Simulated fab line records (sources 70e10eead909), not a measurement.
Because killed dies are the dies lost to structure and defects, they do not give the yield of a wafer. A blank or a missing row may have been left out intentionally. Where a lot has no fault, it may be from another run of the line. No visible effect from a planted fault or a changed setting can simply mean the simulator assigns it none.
Which tool was responsible? + flow nand_harc + Sampling: 11 lots, 33 wafers, 6 of 1159 route steps

== WHAT EACH GAUGE READ, for each wafer ==
NHARC_A_BLC_INSPECT_12. Usual: raw_defect_count reads 31 (standard deviation 15).
| lot  | measured     | on                | raw_defect_count | flag |
|------|--------------|-------------------|------------------|------|
| L515 | day 21 21:40 | defect_inspect-01 | 16 7 16          |      |
| L513 | day 22 03:25 | defect_inspect-02 | 6 13 10          |      |
| L512 | day 22 05:29 | defect_inspect-01 | 46 33 60         |      |
| L517 | day 22 14:04 | defect_inspect-01 | 26 27 27         |      |
| L516 | day 22 20:45 | defect_inspect-01 | 15 17 21         |      |
| L521 | day 22 21:37 | defect_inspect-01 | 28 39 29         |      |
| L528 | day 24 03:56 | defect_inspect-01 | 40 39 35         |      |
| L529 | day 24 04:40 | defect_inspect-02 | 11 14 9          |      |
| L532 | day 24 09:20 | defect_inspect-01 | 50 63 59         |      |
| L531 | day 24 14:26 | defect_inspect-01 | 32 15 23         |      |
| L523 | day 25 06:05 | defect_inspect-01 | 40 52 61         |      |

NHARC_A_BLC_INSPECT_28. Usual: raw_defect_count reads 426 (standard deviation 120).
| lot  | measured     | on                | raw_defect_count | flag |
|------|--------------|-------------------|------------------|------|
| L515 | day 23 03:38 | defect_inspect-01 | 524 281 314      |      |
| L513 | day 23 07:28 | defect_inspect-01 | 305 452 280      |      |
| L512 | day 23 07:55 | defect_inspect-01 | 467 458 502      |      |
| L517 | day 23 16:00 | defect_inspect-02 | 409 348 298      |      |
| L516 | day 23 20:02 | defect_inspect-02 | 306 273 289      |      |
| L521 | day 23 20:48 | defect_inspect-02 | 542 447 353      |      |
| L528 | day 25 04:23 | defect_inspect-01 | 719 660 636      |      |
| L529 | day 25 04:40 | defect_inspect-01 | 455 328 323      |      |
| L532 | day 25 09:05 | defect_inspect-02 | 345 308 314      |      |
| L531 | day 25 10:37 | defect_inspect-01 | 329 415 298      |      |
| L523 | day 26 00:53 | defect_inspect-02 | 516 541 584      |      |

NHARC_A_M0_CD_MEAS_09: the cd target is 80 nm. Usual: cd_nm reads 79.7 nm (standard deviation 0.72).
| lot  | measured     | on        | cd_nm (nm)                    | flag |
|------|--------------|-----------|-------------------------------|------|
| L515 | day 23 04:32 | cd_sem-01 | 80.1 80.5 79.8                |      |
| L513 | day 23 08:22 | cd_sem-01 | 79.1 78.6 78.3                |      |
| L512 | day 23 08:49 | cd_sem-02 | 79.1 80.1 79.4                |      |
| L517 | day 23 16:55 | cd_sem-03 | 79.4 78.6 78.2                |      |
| L516 | day 23 20:56 | cd_sem-02 | 78.8 79.3 79.4                |      |
| L521 | day 23 21:49 | cd_sem-03 | 80.0 80.2 80.1                |      |
| L528 | day 25 05:22 | cd_sem-03 | 77.6 77.2 77.5 77.7 77.0 77.9 | OFF  |
| L529 | day 25 05:34 | cd_sem-01 | 81.3 80.5 81.0                |      |
| L532 | day 25 10:02 | cd_sem-03 | 79.0 80.4 80.0                |      |
| L531 | day 25 11:32 | cd_sem-01 | 80.6 80.3 79.6                |      |
| L523 | day 26 01:47 | cd_sem-01 | 76.4 76.4 76.5 76.0 76.3 76.6 | OFF  |

NHARC_END_SORT_01. Usual: defect_limited_yield 95.1 %, standard deviation 1.7; killed_at_array 29, standard deviation 11; killed_at_other 0.5, standard deviation 0.85; killed_at_periphery 3.0, standard deviation 2.3; killed_dies 33, standard deviation 12; killed_open 3.3, standard deviation 1.9; killed_short 2.0, standard deviation 1.5; sort_bin_2_pct 1.5 %, standard deviation 0.66; sort_bin_3_pct 0.25 %, standard deviation 0.21; sort_bin_4_pct 3.1 %, standard deviation 1.2; sort_n_pass 644, standard deviation 12; sort_rim_yield_pct 96.7 %, standard deviation 2; sort_yield_pct 95.1 %, standard deviation 1.7.
| lot  | measured     | on        | defect_limited_yield (%) | killed_at_array | killed_at_other | killed_at_periphery | killed_dies | killed_open | killed_short | sort_bin_2_pct (%) | sort_bin_3_pct (%) | sort_bin_4_pct (%) | sort_n_pass | sort_rim_yield_pct (%) | sort_yield_pct (%) | flag |
|------|--------------|-----------|--------------------------|-----------------|-----------------|---------------------|-------------|-------------|--------------|--------------------|--------------------|--------------------|-------------|------------------------|--------------------|------|
| L528 | day 27 23:08 | prober-01 | 93.9 93.4 93.8           | 34 34 37        | 0 0 0           | 7 11 5              | 41 45 42    | 2 1 4       | 0 2 4        | 1.8 1.8 1.9        | 0.15 0.30 0.15     | 4.1 4.6 4.1        | 636 632 635 | 98.1 95.3 94.3         | 93.9 93.4 93.8     |      |
| L523 | day 29 09:21 | prober-02 | 93.2 92.6 92.5           | 42 47 49        | 0 0 0           | 4 3 2               | 46 50 51    | 7 10 2      | 4 0 1        | 3.4 2.1 2.2        | 0.15 0 0.30        | 3.2 5.3 5.0        | 631 627 626 | 94.3 95.3 98.1         | 93.2 92.6 92.5     |      |

== TOOL THAT RAN EACH LOT (tool first, then ch and the chambers of the sampled wafers, then the start) ==
| lot  | NHARC_A_BLC_STRIP_29               | NHARC_A_M0_PEB_07                 |
|------|------------------------------------|-----------------------------------|
| L515 | rie_diel-01 ch 2,3, day 21 22:47   | litho_track-06 ch 0, day 23 04:28 |
| L513 | rie_diel-12 ch 0,3, day 22 04:32   | litho_track-04 ch 0, day 23 08:17 |
| L512 | rie_diel-01 ch 2,3, day 22 06:35   | litho_track-01 ch 0, day 23 08:44 |
| L517 | rie_diel-01 ch 0,3, day 22 15:11   | litho_track-04 ch 0, day 23 16:49 |
| L516 | rie_diel-12 ch 0,1,3, day 22 21:56 | litho_track-04 ch 0, day 23 20:52 |
| L521 | rie_diel-01 ch 0,2,3, day 22 23:01 | litho_track-04 ch 0, day 23 21:44 |
| L528 | rie_diel-01 ch 0,1, day 24 05:02   | litho_track-04 ch 0, day 25 05:17 |
| L529 | rie_diel-01 ch 1,2, day 24 05:47   | litho_track-01 ch 0, day 25 05:29 |
| L532 | rie_diel-11 ch 2,3, day 24 10:28   | litho_track-06 ch 0, day 25 09:57 |
| L531 | rie_diel-12 ch 0,1,3, day 24 15:32 | litho_track-01 ch 0, day 25 11:27 |
| L523 | rie_diel-12 ch 0,2,3, day 25 07:13 | litho_track-04 ch 0, day 26 01:43 |
- NHARC_A_BLC_STRIP_29: strips in CF4.
- NHARC_A_M0_PEB_07: peb time 65 s.

== AS READ BY THE TOOLS THEMSELVES (means over the sampled wafers that have a number; for cases with no such wafer, the mark the record gives instead) ==
NHARC_A_BLC_STRIP_29. Usual: cf4_flow_sccm 150.0 sccm, standard deviation 0.41; drypump_motor_current_A 5.8 A, standard deviation 0.38; oes_product_au 1.004 a.u., standard deviation 0.0089; rf_vpp_V 59.4 V, standard deviation 0.83; showerhead_plenum_p_Torr 1.78 Torr, standard deviation 0.067; throttle_valve_pct 13.283 %, standard deviation 0.0094.
| lot  | tool        | cf4_flow_sccm (sccm) | drypump_motor_current_A (A) | oes_product_au (a.u.) | rf_vpp_V (V) | showerhead_plenum_p_Torr (Torr) | throttle_valve_pct (%) | flag |
|------|-------------|----------------------|-----------------------------|-----------------------|--------------|---------------------------------|------------------------|------|
| L515 | rie_diel-01 | 150.0                | 5.8                         | 1.006                 | 59.6         | 1.79                            | 13.283                 |      |
| L513 | rie_diel-12 | 150.0                | 5.6                         | 1.012                 | 59.7         | 1.77                            | 13.281                 |      |
| L512 | rie_diel-01 | 150.1                | 5.8                         | 1.003                 | 59.8         | 1.79                            | 13.279                 |      |
| L517 | rie_diel-01 | 150.2                | 5.9                         | 1.001                 | 59.1         | 1.78                            | 13.281                 |      |
| L516 | rie_diel-12 | 149.9                | 5.9                         | 1.003                 | 60.0         | 1.80                            | 13.272                 |      |
| L521 | rie_diel-01 | 149.8                | 5.9                         | 1.001                 | 60.0         | 1.80                            | 13.275                 |      |
| L528 | rie_diel-01 | 149.9                | 6.1                         | 1.007                 | 59.9         | 1.76                            | 13.285                 |      |
| L529 | rie_diel-01 | 149.8                | 6.3                         | 1.001                 | 58.7         | 1.76                            | 13.289                 |      |
| L532 | rie_diel-11 | 150.2                | 5.7                         | 0.988                 | 59.7         | 1.87                            | 13.280                 |      |
| L531 | rie_diel-12 | 150.0                | 5.9                         | 0.996                 | 60.2         | 1.80                            | 13.286                 |      |
| L523 | rie_diel-12 | 150.1                | 5.5                         | 1.007                 | 58.8         | 1.77                            | 13.284                 |      |

NHARC_A_M0_PEB_07. Usual: heater_power_total_W reads 156.7 W (standard deviation 0.41).
| lot  | tool           | heater_power_total_W (W) | flag |
|------|----------------|--------------------------|------|
| L515 | litho_track-06 | 156.2                    |      |
| L513 | litho_track-04 | 156.2                    |      |
| L512 | litho_track-01 | 156.9                    |      |
| L517 | litho_track-04 | 156.0                    |      |
| L516 | litho_track-04 | 156.1                    |      |
| L521 | litho_track-04 | 156.7                    |      |
| L528 | litho_track-04 | 162.4                    | OFF  |
| L529 | litho_track-01 | 157.1                    |      |
| L532 | litho_track-06 | 156.6                    |      |
| L531 | litho_track-01 | 157.2                    |      |
| L523 | litho_track-04 | 162.3                    | OFF  |

== THE ANSWER, worked out from the rows above alone ==
Rule: take the mean of a lot's wafers that have a number; if it is more than 3 standard deviations from the usual mean, the lot is off. Also off: a lot with no number at a reading for which 4 or more lots have one. Where the step has rows for the other lots, those lots are counted as sound. The gauges are gone through in route order, then the tools' own readings, and for those a lot's mean is taken as printed above. The first step at which some lot is off is used, and at that step the reading that is off furthest; a lot without a number counts as furthest.
Off at NHARC_A_M0_CD_MEAS_09 (cd_nm): L528, L523.
A tool fits if, at a process step before that reading, it ran every lot that is off, and no sound lot after the first of them. Not tried: the gauges at NHARC_A_M0_CD_MEAS_09; whatever is off there is also off at NHARC_A_M0_PEB_07, on other tools, and gauge error can't account for it. One candidate fits, namely litho_track-04 at NHARC_A_M0_PEB_07. Its last sound lot is L521 (day 23 21:44), its first lot that is off L528 (day 25 05:17): a fault that began between those two fits.
On the lots that are off, the tool's own readings at NHARC_A_M0_PEB_07 differ by more than 5 times the standard deviation of the sound lots' means, which bears it out; heater_power_total_W reads 162.4 W there versus 156.6 W on the sound lots.

== WHAT THE SIMULATOR PUT IN ==
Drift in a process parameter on litho_track-04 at NHARC_A_M0_PEB_07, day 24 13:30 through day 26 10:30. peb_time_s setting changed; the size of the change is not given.
Shown lots that were struck: L528, L523. Same finding as the rule above.
